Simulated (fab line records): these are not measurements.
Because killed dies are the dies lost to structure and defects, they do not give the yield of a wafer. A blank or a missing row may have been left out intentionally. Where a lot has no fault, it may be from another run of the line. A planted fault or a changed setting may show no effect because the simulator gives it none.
fab line records | flow n5Finfet
record: lots: 7 wafers: 18 lastDay: 18
route steps=1938 shown BEOL_M6@1224 PASSIVATION@1936
lots that met no fault: from a run of the same line without faults
startH: hours from the record's opening day to when the first of the lot's shown wafers began | waitH: hours elapsed since this lot's preceding step | " as in the row above | L1.1+2: several wafers, shown together as one row | - either no value or no given start | * or withheld: withheld | < > ~ a bound
route shown NAME@n: a module of which the file shows steps, and the number in the route of the first | usual: mean and standard deviation over wafers with no fault | same: alike in all rows | chamber/n: place in a boat | sites: readings site by site | _std_site: the standard deviation of these | _edge_site: the outer-site mean with the inner-site mean subtracted | radiusMm: for every site, how far away it sits from the centre of the wafer | mask NAME#n: copy n | behind: the most recent tool/chamber to have shaped the wafer | hold: reason for holding the lot/hours on hold/outcome of the hold | device: transistor that didn't switch, given as n, p or np | end of line: tests run on the same wafers once the route is complete | step lacking rows: just its recipe | killed: dies lost to structure and defects at the first sort, not the wafer's yield | map: a wafer's dies, x killed, . not, _ none there
set.NAME: the setting as run; set.NAME@STEP: as run at that earlier step | model.NAME: the simulator's own value behind a step, which no gauge read
lots at selected steps of the route; one table per step, one row per wafer
services: the hour from which a tool's chamber was out of use, counted from the record's first day as startH (under 0 if before that day), plus the number of hours and why
== steps ==
step: N5_BEOL_M6_EXPOSE_25
recipe: maskId: V5 na: 0.33 sourceShape: annular sigmaInner: 0.4 sigmaOuter: 0.8 polarization: unpolarized targetCdNm: 40 doseMj: 45
step: N5_BEOL_M6_PEB_26
recipe: pebTempC: 100 pebTimeS: 60 resist: CAR-EUV
step: N5_BEOL_M6_DEVELOP_27
recipe: developTimeS: 30 developer: TMAH resist: CAR-EUV rinseLiquid: surfactantRinse dry: airSpin devTempC: 23
step: N5_BEOL_M6_CD_MEAS_28
recipe: targetCdNm: 40 landingEnergyEv: 500 detector: seInlens
usual: cdNm: 39.98/0.22
columns lot.wafer tool chamber startH waitH cdNm
L666.3 cdSem-02 0 218.48 - 39.63
L666.4 " 0 " " 40.04
L666.6 " 0 " " 39.90
L670.1 cdSem-02 0 247.72 - 39.92
L670.3 " 0 " " 39.61
L670.5 " 0 " " 39.90
L672.3 cdSem-01 0 269.89 - 40.12
L672.4 " 0 " " 39.86
L675.5 cdSem-02 0 273.12 - 39.92
L675.6 " 0 " " 40.13
L674.3 cdSem-02 0 274.90 - 39.85
L674.6 " 0 " " 40.16
L681.3 cdSem-01 0 313.30 - 39.99
L681.5 " 0 " " 39.98
L681.6 " 0 " " 39.97
L682.1 cdSem-03 0 329.62 - 39.79
L682.2 " 0 " " 39.92
L682.3 " 0 " " 40.32
step: N5_BEOL_M6_OVL_MEAS_29
recipe: pointsPerWafer: 522
usual: V5_OVL: 0.0/0.63
columns lot.wafer tool chamber startH waitH V5_OVL[nm]
L666.3 overlay-01 0 218.52 0.0 -0.5
L666.4 " 0 " " -1.3
L666.6 " 0 " " -0.3
L670.1 overlay-02 0 247.75 0.0 1.0
L670.3 " 0 " " 0.5
L670.5 " 0 " " 0.9
L672.3 overlay-01 0 269.93 0.0 0.8
L672.4 " 0 " " 0.8
L675.5 overlay-02 0 273.17 0.0 -0.1
L675.6 " 0 " " -0.2
L674.3 overlay-02 0 274.94 0.0 -1.0
L674.6 " 0 " " -1.1
L681.3 overlay-02 0 313.34 0.0 0.6
L681.5 " 0 " " 0.9
L681.6 " 0 " " 0.0
L682.1 overlay-01 0 329.65 0.0 -0.3
L682.2 " 0 " " -0.2
L682.3 " 0 " " -0.3
step: N5_BEOL_M6_INSPECT_30
recipe: mode: adi inspectInstrument: brightfield
usual: rawDefectCount: 432/91
columns lot.wafer tool chamber startH waitH rawDefectCount
L666.3 defectInspect-02 - 218.57 0.0 328
L666.4 " - " " 271
L666.6 " - " " 293
L670.1 defectInspect-02 - 247.81 0.1 511
L670.3 " - " " 449
L670.5 " - " " 474
L672.3 defectInspect-02 - 269.98 0.0 403
L672.4 " - " " 558
L675.5 defectInspect-01 - 273.20 0.0 491
L675.6 " - " " 279
L674.3 defectInspect-01 - 274.99 0.0 389
L674.6 " - " " 342
L681.3 defectInspect-01 - 313.40 0.1 400
L681.5 " - " " 332
L681.6 " - " " 486
L682.1 defectInspect-01 - 329.71 0.1 741
L682.2 " - " " 452
L682.3 " - " " 513
step: N5_BEOL_M6_DESCUM_33
recipe: chemistry: O2 timeS: 7 sourcePowerW: 50 biasPowerW: 20 pressureMtorr: 20 rfFrequencyHz: 2.712e+07 tempC: 40 resist: CAR-EUV o2FlowSccm: 225
usual: drypumpMotorCurrentA: 5.5/0.38 oesProductAu: 0.76/0.081 rfVppV: 242.9/1.5 showerheadPlenumPTorr: 2.07/0.089 throttleValvePct: 20.37/0.13
columns lot.wafer tool chamber startH waitH drypumpMotorCurrentA oesProductAu rfHoursCounterH rfVppV showerheadPlenumPTorr throttleValvePct
L666.3 rieDiel-05 2 219.83 1.3 5.9 0.70 212 243.7 2.17 20.44
L666.4 " 1 " " 5.5 0.73 - 240.6 1.97 20.41
L666.6 " 3 " " 5.7 0.89 - 245.1 2.20 20.18
L670.1 rieDiel-02 1 247.84 0.0 4.9 0.84 59 242.6 2.14 20.27
L670.3 " 0 " " 5.7 0.69 226 241.1 1.98 20.44
L670.5 " 2 " " 5.9 0.70 - 244.1 2.14 20.50
L672.3 rieDiel-05 0 270.01 0.0 4.9 0.77 104 244.4 2.11 20.07
L672.4 " 1 " " 5.5 0.72 219 241.0 1.96 20.42
L675.5 rieDiel-05 0 273.25 0.0 5.0 0.77 - 243.6 2.11 20.07
L675.6 " 3 " " 5.7 0.85 - 245.5 2.20 20.18
L674.3 rieDiel-05 0 275.02 0.0 5.0 0.77 105 243.4 2.11 20.06
L674.6 " 1 " " 5.5 0.72 - 242.2 1.96 20.42
L681.3 rieDiel-04 1 313.47 0.1 5.3 0.98 2 245.0 2.14 20.30
L681.5 " 3 " " 5.6 0.67 - 241.0 1.96 20.37
L681.6 " 0 " " 5.9 0.66 - 241.8 1.96 20.57
L682.1 rieDiel-02 1 329.76 0.0 5.0 0.79 89 241.9 2.13 20.32
L682.2 " 0 " " 5.6 0.68 255 241.7 1.97 20.50
L682.3 " 3 " " 5.4 0.84 84 242.7 2.11 20.34
step: N5_BEOL_M6_ETCH_72
recipe: chemistry: N2/H2 target: underlayer targetDepthA: 65 maskMaterial: CAR-EUV timeS: 5.2 ionEnergyEv: 200 pressureMtorr: 30 sourceW: 840 biasW: 150 n2FlowSccm: 200 h2FlowSccm: 200 ends: cleared
usual: drypumpMotorCurrentA: 5.5/0.38 etchRfOnTimeS: 5.29/0.086 oesProductAu: 0.64/0.067 rfVppV: 523.2/2.9 showerheadPlenumPTorr: 2.52/0.1 throttleValvePct: 17.85/0.22
columns lot.wafer tool chamber startH waitH drypumpMotorCurrentA etchRfOnTimeS oesProductAu rfHoursCounterH rfVppV showerheadPlenumPTorr throttleValvePct
L666.3 rieDiel-05 2 219.87 0.0 5.9 5.31 0.60 212 525.9 2.63 17.92
L666.4 " 1 " " 5.5 5.38 0.60 - 519.8 2.42 18.07
L666.6 " 3 " " 5.7 5.44 0.72 - 527.8 2.71 17.72
L670.1 rieDiel-02 1 247.88 0.0 5.0 5.24 0.71 59 524.5 2.58 17.52
L670.3 " 0 " " 5.7 5.33 0.58 226 519.6 2.43 18.18
L670.5 " 2 " " 5.9 5.17 0.59 - 528.8 2.63 18.10
L672.3 rieDiel-05 0 270.05 0.0 5.0 5.30 0.65 104 524.9 2.56 17.47
L672.4 " 1 " " 5.5 5.41 0.60 219 520.2 2.42 18.08
L675.5 rieDiel-05 0 273.28 0.0 5.0 5.30 0.65 - 524.6 2.56 17.51
L675.6 " 3 " " 5.7 5.44 0.69 - 527.7 2.70 17.76
L674.3 rieDiel-05 0 275.06 0.0 4.9 5.31 0.65 105 524.9 2.56 17.52
L674.6 " 1 " " 5.5 5.41 0.60 - 520.6 2.41 18.09
L681.3 rieDiel-04 1 313.50 0.0 5.3 5.15 0.83 2 525.8 2.59 17.67
L681.5 " 3 " " 5.6 5.40 0.56 - 520.0 2.40 17.94
L681.6 " 0 " " 5.9 5.36 0.56 - 522.0 2.40 18.14
L682.1 rieDiel-02 1 329.80 0.0 5.0 5.20 0.67 89 522.6 2.56 17.57
L682.2 " 0 " " 5.7 5.27 0.57 255 522.6 2.42 18.24
L682.3 " 3 " " 5.4 5.25 0.70 84 525.8 2.55 17.69
step: N5_BEOL_M6_ETCH_65
recipe: chemistry: CF4 target: SiARC targetDepthA: 156 maskMaterial: CAR-EUV timeS: 26 ionEnergyEv: 80 pressureMtorr: 40 sourceW: 545 biasW: 36 Ar_flow_sccm: 100 cf4FlowSccm: 100 ends: cleared
usual: drypumpMotorCurrentA: 5.5/0.38 etchRfOnTimeS: 26.4/0.45 oesProductAu: 0.64/0.067 rfVppV: 183.8/1.2 showerheadPlenumPTorr: 2.13/0.081 throttleValvePct: 15.64/0.19
columns lot.wafer tool chamber startH waitH drypumpMotorCurrentA etchRfOnTimeS oesProductAu rfHoursCounterH rfVppV showerheadPlenumPTorr throttleValvePct
L666.3 rieDiel-05 2 219.89 0.0 5.9 25.9 0.61 212 183.6 2.21 15.62
L666.4 " 1 " " 5.5 26.5 0.62 - 181.7 2.05 15.80
L666.6 " 3 " " 5.7 26.4 0.74 - 185.0 2.26 15.44
L670.1 rieDiel-02 1 247.89 0.0 4.9 25.9 0.71 59 184.7 2.18 15.38
L670.3 " 0 " " 5.6 26.6 0.59 226 182.4 2.03 15.70
L670.5 " 2 " " 5.9 25.5 0.60 - 184.9 2.20 15.86
L672.3 rieDiel-05 0 270.06 0.0 5.0 26.4 0.66 104 182.1 2.16 15.31
L672.4 " 1 " " 5.5 26.8 0.60 219 181.8 2.05 15.84
L675.5 rieDiel-05 0 273.30 0.0 4.9 26.7 0.65 - 185.2 2.16 15.30
L675.6 " 3 " " 5.7 27.4 0.70 - 184.0 2.26 15.47
L674.3 rieDiel-05 0 275.07 0.0 4.9 26.4 0.65 105 185.1 2.16 15.33
L674.6 " 1 " " 5.5 26.8 0.60 - 182.2 2.05 15.85
L681.3 rieDiel-04 1 313.52 0.0 5.3 25.4 0.84 2 184.2 2.20 15.45
L681.5 " 3 " " 5.6 26.6 0.57 - 183.3 2.03 15.75
L681.6 " 0 " " 5.9 26.3 0.57 - 184.0 2.03 15.91
L682.1 rieDiel-02 1 329.81 0.0 4.9 26.1 0.68 89 185.0 2.17 15.44
L682.2 " 0 " " 5.7 26.7 0.57 255 183.0 2.02 15.78
L682.3 " 3 " " 5.4 26.2 0.71 84 184.7 2.17 15.62
step: N5_BEOL_M6_ETCH_66
recipe: chemistry: N2/H2 target: SOC targetDepthA: 800 overetchA: 160 maskMaterial: SiARC tempC: 40 timeS: 120 ionEnergyEv: 200 pressureMtorr: 30 sourceW: 840 biasW: 150 n2FlowSccm: 200 h2FlowSccm: 200
usual: drypumpMotorCurrentA: 5.5/0.38 oesProductAu: 0.58/0.058 rfVppV: 523.2/2.9 runLengthS: 143.5/0.4 showerheadPlenumPTorr: 2.52/0.1 throttleValvePct: 17.81/0.22
columns lot.wafer tool chamber startH waitH drypumpMotorCurrentA oesProductAu rfHoursCounterH rfVppV runLengthS showerheadPlenumPTorr throttleValvePct
L666.3 rieDiel-05 2 219.91 0.0 5.9 0.53 212 525.2 143.0 2.63 17.86
L666.4 " 1 " " 5.5 0.56 - 519.8 143.4 2.42 18.00
L666.6 " 3 " " 5.7 0.67 - 528.7 143.6 2.71 17.69
L670.1 rieDiel-02 1 247.92 0.0 5.0 0.63 59 524.0 143.1 2.58 17.47
L670.3 " 0 " " 5.7 0.53 226 519.9 143.3 2.43 18.14
L670.5 " 2 " " 5.9 0.54 - 525.2 143.7 2.63 18.03
L672.3 rieDiel-05 0 270.09 0.0 5.0 0.59 104 523.1 143.9 2.56 17.47
L672.4 " 1 " " 5.5 0.55 219 520.1 143.6 2.42 18.03
L675.5 rieDiel-05 0 273.35 0.0 5.0 0.60 - 524.8 143.7 2.56 17.46
L675.6 " 3 " " 5.7 0.65 - 528.4 143.9 2.70 17.70
L674.3 rieDiel-05 0 275.10 0.0 4.9 0.60 105 523.6 144.4 2.56 17.46
L674.6 " 1 " " 5.6 0.55 - 521.7 143.5 2.42 18.04
L681.3 rieDiel-04 1 313.55 0.0 5.3 0.74 2 525.8 144.1 2.59 17.63
L681.5 " 3 " " 5.7 0.52 - 520.2 143.5 2.40 17.91
L681.6 " 0 " " 5.9 0.52 - 519.0 143.5 2.40 18.09
L682.1 rieDiel-02 1 329.84 0.0 5.0 0.62 89 523.7 143.1 2.56 17.54
L682.2 " 0 " " 5.7 0.52 255 521.1 143.0 2.42 18.17
L682.3 " 3 " " 5.4 0.63 84 524.7 143.2 2.55 17.66
step: N5_BEOL_M6_STRIP_69
recipe: chemistry: N2/H2 tempC: 40 n2FlowSccm: 200 h2FlowSccm: 200 rfFrequencyHz: 6e+07
step: N5_BEOL_M6_STRIP_73
recipe: chemistry: N2/H2 tempC: 40 n2FlowSccm: 200 h2FlowSccm: 200 rfFrequencyHz: 6e+07
step: N5_BEOL_M6_VIA_ETCH_34
recipe: chemistry: C4F6/O2 target: SiCOH_lowk targetDepthA: 1263 maskMaterial: SOC taperDeg: 4 timeS: 50.9 ionEnergyEv: 250 pressureMtorr: 30 sourceW: 345 biasW: 185 Ar_flow_sccm: 300 C4F6_flow_sccm: 10 O2_flow_sccm: 10
usual: drypumpMotorCurrentA: 5.5/0.38 oes_f_703_au: 0.75/0.078 oesProductAu: 0.75/0.078 rfVppV: 667/9.3 runLengthS: 74.4/0.41 showerheadPlenumPTorr: 2.83/0.11 throttleValvePct: 20.87/0.19
columns lot.wafer tool chamber startH waitH drypumpMotorCurrentA oes_f_703_au oesProductAu rfHoursCounterH rfVppV runLengthS showerheadPlenumPTorr throttleValvePct model.etch.depthNm model.SOC_of_BEOL_M6_COAT_63.thkNm
L666.3 rieDiel-05 2 220.01 0.0 5.9 0.70 0.70 212 671 74.1 2.93 20.83 125.5 54
L666.4 " 1 " " 5.5 0.69 0.72 - 675 74.5 2.73 21.11 123.7 54
L666.6 " 3 " " 5.7 0.83 0.86 - 671 74.8 3.01 20.77 123.8 54.2
L670.1 rieDiel-02 1 248.02 0.0 5.0 0.82 0.83 59 653 74.2 2.90 20.70 126 53.8
L670.3 " 0 " " 5.7 0.67 0.69 226 673 73.7 2.71 21.01 123.9 54.2
L670.5 " 2 " " 5.9 0.73 0.69 - 649 74.5 2.93 21.08 124.1 54.2
L672.3 rieDiel-05 0 270.19 0.0 4.9 0.78 0.77 104 664 74.5 2.84 20.42 123.9 53.8
L672.4 " 1 " " 5.5 0.68 0.72 219 674 72.5 2.72 21.12 118.4 54.2
L675.5 rieDiel-05 0 273.43 0.0 5.0 0.77 0.77 - 662 74.9 2.84 20.42 124.4 54
L675.6 " 3 " " 5.7 0.81 0.82 - 671 72.0 3.00 20.78 116 54.4
L674.3 rieDiel-05 0 275.20 0.0 5.0 0.77 0.77 106 664 74.7 2.84 20.43 124.1 54
L674.6 " 1 " " 5.5 0.67 0.71 - 674 71.7 2.72 21.13 117.4 54.4
L681.3 rieDiel-04 1 313.65 0.0 5.3 0.96 0.97 2 659 74.5 2.93 20.91 128.6 53.8
L681.5 " 3 " " 5.6 0.64 0.67 - 682 74.9 2.68 20.91 123.9 54.4
L681.6 " 0 " " 5.9 0.66 0.67 - 658 74.6 2.70 21.13 123.5 54.2
L682.1 rieDiel-02 1 329.94 0.0 5.0 0.79 0.79 89 654 74.2 2.88 20.71 126.5 53.8
L682.2 " 0 " " 5.6 0.66 0.67 255 671 73.6 2.70 21.04 123.5 54
L682.3 " 3 " " 5.4 0.81 0.82 84 662 73.9 2.87 20.82 125.5 54
step: N5_BEOL_M6_STRIP_76
recipe: chemistry: C4F6/O2 resist: SiARC rfFrequencyHz: 6e+07
step: N5_PASSIVATION_PROBE_49
usual: defectLimitedYield: 91.7/1.5 killed_at_M0_to_M3: 32/9.6 killed_at_M4_up: 13/5.3 killedAtContacts: 12/6.8 killedAtFrontEnd: 36/9.8 killedAtOther: 4/3.1 killedDies: 98/17 killedOpen: 65/13 killedShort: 32/8.5 sort_bin_5_function: 4.9/0.93 sort_bin_6_memory: 3.2/0.67 sort_bin_8_speed: 0.00/0.02 sortNPass: 1082/17 sortYieldPct: 91.7/1.4
same: grossDies: 1180 killedAtBackSide: 0 sort_bin_4_leakage[%]: 0
columns lot.wafer tool chamber startH waitH defectLimitedYield[%] killed_at_M0_to_M3 killed_at_M4_up killedAtContacts killedAtFrontEnd killedAtOther killedDies killedOpen killedShort sort_bin_5_function[%] sort_bin_6_memory[%] sort_bin_8_speed[%] sortNPass sortYieldPct[%]
L666.3 prober-02 - 306.17 0.1 90.1 44 10 9 40 14 117 65 51 6.2 3.2 0 1063 90.1
L666.4 prober-02 - 306.22 0.2 91.1 45 14 14 31 1 105 77 28 5.3 3.1 0 1075 91.1
L666.6 prober-02 - 306.32 0.3 91.8 20 15 16 43 3 97 68 27 4.6 3.5 0 1083 91.8
L670.1 prober-02 - 329.85 0.0 92.1 44 17 7 23 2 93 62 31 4.9 2.5 0 1087 92.1
L670.3 prober-02 - 329.95 0.1 92.0 42 9 15 28 0 94 63 31 4.7 3.1 0 1086 92.0
L670.5 prober-02 - 330.05 0.2 90.7 50 11 12 36 1 110 84 26 4.7 4.4 0 1070 90.7
L672.3 prober-02 - 351.48 0.1 90.5 45 18 4 42 3 112 69 42 6.0 2.9 0 1068 90.5
L672.4 prober-02 - 351.53 0.2 92.1 39 18 5 29 2 93 65 24 5.1 2.6 0 1087 92.1
L674.3 prober-02 - 361.10 1.0 91.4 27 22 6 38 8 101 69 32 5.0 3.4 0 1079 91.4
L674.6 prober-02 - 361.25 1.2 91.0 31 20 9 40 6 106 72 34 5.7 3.1 0 1074 91.0
L675.5 prober-01 - 362.28 0.2 92.2 24 17 11 39 1 92 59 29 4.1 3.5 0 1088 92.2
L675.6 prober-01 - 362.33 0.3 92.5 29 13 10 37 0 89 58 31 5.2 2.0 0 1091 92.5
L682.1 prober-02 - 422.46 0.0 94.8 16 10 3 31 1 61 35 24 2.5 2.2 0 1119 94.8
L682.2 prober-02 - 422.51 0.1 94.3 25 9 11 20 2 67 43 24 3.2 2.2 0 1113 94.3
L682.3 prober-02 - 422.56 0.1 93.0 32 12 14 19 6 83 64 18 4.1 2.6 0 1097 93.0
killed by level:class
L666.3 BEOL_M0_SAQP:geometricParticle:short=18 BEOL_M0_SAQP:geometricParticle:open=11 STI_FIN_REVEAL:geometricParticle:open=10 MOL_CONTACT_COAG:geometricParticle:open=7 MIM_TOP:geometricParticle:open=7 FIN_SAQP:geometricParticle:short=6 FIN_SAQP:geometricParticle:open=5 BEOL_M4:geometricParticle:open=5
L666.4 STI_FIN_REVEAL:geometricParticle:open=16 BEOL_M2:geometricParticle:open=16 MOL_CONTACT_COAG:geometricParticle:open=11 BEOL_M0_SAQP:geometricParticle:open=11 BEOL_M0_SAQP:geometricParticle:short=7 BEOL_M5:geometricParticle:open=5 BEOL_M4:geometricParticle:open=4 FIN_SAQP:geometricParticle:short=3
L666.6 STI_FIN_REVEAL:geometricParticle:open=16 MOL_CONTACT_COAG:geometricParticle:open=13 FIN_SAQP:geometricParticle:short=6 BEOL_M0_SAQP:geometricParticle:open=5 FIN_SAQP:geometricParticle:open=4 STI_FIN_REVEAL:geometricParticle:short=4 GATE_CUT:geometricParticle:open=4 BEOL_M2:geometricParticle:short=4
L670.1 BEOL_M0_SAQP:geometricParticle:short=16 BEOL_M0_SAQP:geometricParticle:open=9 BEOL_M3:geometricParticle:open=9 BEOL_M4:geometricParticle:open=7 STI_FIN_REVEAL:geometricParticle:open=6 MOL_CONTACT_COAG:geometricParticle:open=6 FIN_SAQP:geometricParticle:open=5 BEOL_M0:geometricParticle:open=4
L670.3 MOL_CONTACT_COAG:geometricParticle:open=14 BEOL_M0_SAQP:geometricParticle:short=12 BEOL_M0_SAQP:geometricParticle:open=9 STI_FIN_REVEAL:geometricParticle:open=8 BEOL_M4:geometricParticle:open=8 BEOL_M3:geometricParticle:open=7 BEOL_M1:geometricParticle:open=6 BEOL_M3:geometricParticle:short=6
L670.5 STI_FIN_REVEAL:geometricParticle:open=14 BEOL_M3:geometricParticle:open=12 MOL_CONTACT_COAG:geometricParticle:open=11 BEOL_M0_SAQP:geometricParticle:short=10 BEOL_M0:geometricParticle:open=9 FIN_SAQP:geometricParticle:open=7 BEOL_M0_SAQP:geometricParticle:open=7 FIN_SAQP:geometricParticle:short=6
L672.3 BEOL_M0_SAQP:geometricParticle:open=15 BEOL_M0_SAQP:geometricParticle:short=13 STI_FIN_REVEAL:geometricParticle:open=12 FIN_SAQP:geometricParticle:short=10 FIN_SAQP:geometricParticle:open=6 BEOL_M1:geometricParticle:open=6 BEOL_M4:geometricParticle:open=6 BEOL_M8:geometricParticle:open=6
L672.4 BEOL_M0_SAQP:geometricParticle:open=12 FIN_SAQP:geometricParticle:open=11 BEOL_M4:geometricParticle:open=10 FIN_SAQP:geometricParticle:short=9 BEOL_M0_SAQP:geometricParticle:short=6 BEOL_M3:geometricParticle:open=6 MOL_CONTACT_COAG:geometricParticle:open=5 BEOL_M2:geometricParticle:open=5
L674.3 BEOL_M4:geometricParticle:open=11 STI_FIN_REVEAL:geometricParticle:open=10 BEOL_M3:geometricParticle:open=9 BEOL_M2:geometricParticle:open=8 MOL_CONTACT_COAG:geometricParticle:open=6 FIN_SAQP:geometricParticle:short=5 FIN_SAQP:geometricParticle:open=5 BEOL_M0_SAQP:geometricParticle:short=3
L674.6 FIN_SAQP:geometricParticle:short=16 FIN_SAQP:geometricParticle:open=15 MOL_CONTACT_COAG:geometricParticle:open=9 BEOL_M4:geometricParticle:open=9 BEOL_M0:geometricParticle:open=7 BEOL_M6:geometricParticle:open=6 BEOL_M0_SAQP:geometricParticle:open=5 BEOL_M0_SAQP:geometricParticle:short=5
L675.5 MOL_CONTACT_COAG:geometricParticle:open=10 FIN_SAQP:geometricParticle:open=9 BEOL_M3:geometricParticle:open=9 BEOL_M4:geometricParticle:open=7 FIN_SAQP:geometricParticle:short=5 STI_FIN_REVEAL:geometricParticle:open=5 GATE_CUT:geometricParticle:open=5 BEOL_M0_SAQP:geometricParticle:short=3
L675.6 DUMMY_GATE:geometricParticle:open=8 MOL_CONTACT_COAG:geometricParticle:open=8 BEOL_M0_SAQP:geometricParticle:short=7 STI_FIN_REVEAL:geometricParticle:open=7 BEOL_M0_SAQP:geometricParticle:open=6 BEOL_M3:geometricParticle:open=6 GATE_CUT:geometricParticle:short=5 STARTING-WAFER:geometricParticle:short=4
L682.1 ILD0:geometricParticle:short=8 BEOL_M0_SAQP:geometricParticle:short=6 BEOL_M4:geometricParticle:open=6 FIN_SAQP:geometricParticle:open=5 STARTING-WAFER:geometricParticle:open=5 ILD0:geometricParticle:open=4 MOL_CONTACT_COAG:geometricParticle:open=3 BEOL_M1:geometricParticle:open=3
L682.2 MOL_CONTACT_COAG:geometricParticle:open=8 BEOL_M2:geometricParticle:open=7 GATE_CUT:geometricParticle:short=4 BEOL_M1:geometricParticle:open=4 MOL_CONTACT_COAG:geometricParticle:short=3 BEOL_M0_SAQP:geometricParticle:short=3 BEOL_M0:geometricParticle:open=3 BEOL_M1:geometricParticle:short=3
L682.3 MOL_CONTACT_COAG:geometricParticle:open=14 BEOL_M2:geometricParticle:open=11 BEOL_M1:geometricParticle:open=6 BEOL_M3:geometricParticle:open=6 BEOL_M4:geometricParticle:open=6 BEOL_M0_SAQP:geometricParticle:short=5 FIN_SAQP:geometricParticle:short=4 GATE_CUT:geometricParticle:open=4
== services ==
columns tool chamber startH hours kind
rieDiel-04 - 212.45 14.6 pm
rieDiel-05 0 213.96 11.5 repair
rieDiel-05 - 227.23 15.6 pm
rieDiel-05 1 253.43 2.5 repair
rieDiel-02 - 273.16 0.6 repair
rieDiel-05 - 278.82 0.5 repair
rieDiel-05 2 282.21 3.3 repair
rieDiel-04 1 289.29 - clean
rieDiel-04 1 289.29 - consumableReplace:focusRing
rieDiel-04 1 289.29 17.8 scheduledDown
rieDiel-04 1 289.29 17.8 ventCycle
rieDiel-02 3 310.74 16.3 repair
rieDiel-02 2 327.39 - clean
rieDiel-02 2 327.39 - consumableReplace:focusRing
rieDiel-02 2 327.39 35.9 scheduledDown
rieDiel-02 2 327.39 35.9 ventCycle
== key ==
firstSign: step: N5_BEOL_M6_VIA_ETCH_34 reading: runLengthS direction: down sigmas: 5.6 usual: * struck: *
effect none on later readings
modelEffect: step: N5_BEOL_M6_VIA_ETCH_34 value: etch.depthNm without: 123.6 struck: 117.3
metAt N5_BEOL_M6_VIA_ETCH_34
struckWafers L672.4,L674.6,L675.6
onsetBetween 220.01 270.19
fault: kind: processParameterDrift tool: rieDiel-05 chamber: - onsetH: 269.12 steps: N5_BEOL_M6_VIA_ETCH_34 channel: timeS offset: * shape: step endH: 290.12 scope: struckWafersOnly actsIn: * stated: *
